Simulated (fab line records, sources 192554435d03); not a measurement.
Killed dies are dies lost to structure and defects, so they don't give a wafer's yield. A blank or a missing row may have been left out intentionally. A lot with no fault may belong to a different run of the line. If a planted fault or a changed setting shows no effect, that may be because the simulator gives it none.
Chamber matching | flow n5 finfet | N5_FIN_SAQP_HM_DEP_03 on pecvd-03 has 3 sister chambers
The step deposits SiNx from SiH4/NH3/N2, target thk 38 nm, time 33.6 s. 3 wafers are shown with their chamber, then 9 later ones without.

WAFERS WITH THEIR CHAMBER
wafer  | chamber | throttle valve pct (%)
L086.6 | 0       | 38.6
L090.4 | 1       | 38.7
L090.6 | 2       | 40.4

WAFERS WITHOUT THEIR CHAMBER
wafer  | throttle valve pct (%)
L092.4 | 38.6
L092.5 | 38.8
L092.6 | 40.8
L096.1 | 40.5
L096.3 | 38.9
L096.5 | 38.9
L097.1 | 40.5
L097.2 | 39.0
L097.3 | 38.7

WHICH CHAMBER EACH WENT THROUGH
wafer  | from the rows above     | in truth
L092.4 | can't be placed: 0 or 1 | 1
L092.5 | can't be placed: 1 or 0 | 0
L092.6 | 2                       | 2
L096.1 | 2                       | 2
L096.3 | can't be placed: 1 or 0 | 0
L096.5 | can't be placed: 1 or 0 | 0
L097.1 | 2                       | 2
L097.2 | can't be placed: 1 or 0 | 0
L097.3 | can't be placed: 1 or 0 | 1
Correctly placed: 3 of 9. Can't be placed from these rows: 6 (the true chamber is among the candidates in 6). Wrongly placed: 0.
How it was worked out, from the rows above alone: a wafer's distance from a chamber is the root of the sum, over the readings, of the square of ((its reading less the chamber's mean) divided by the reading's scatter). If the next closest chamber is less than 2 further off than the closest, the wafer can't be placed; otherwise it belongs to the closest. For every chamber, the mean is computed from those of its wafers that are shown. The scatter (one wafer shown for each chamber): square how far every hidden wafer sits from the nearest shown wafer, average those squares and take the square root.
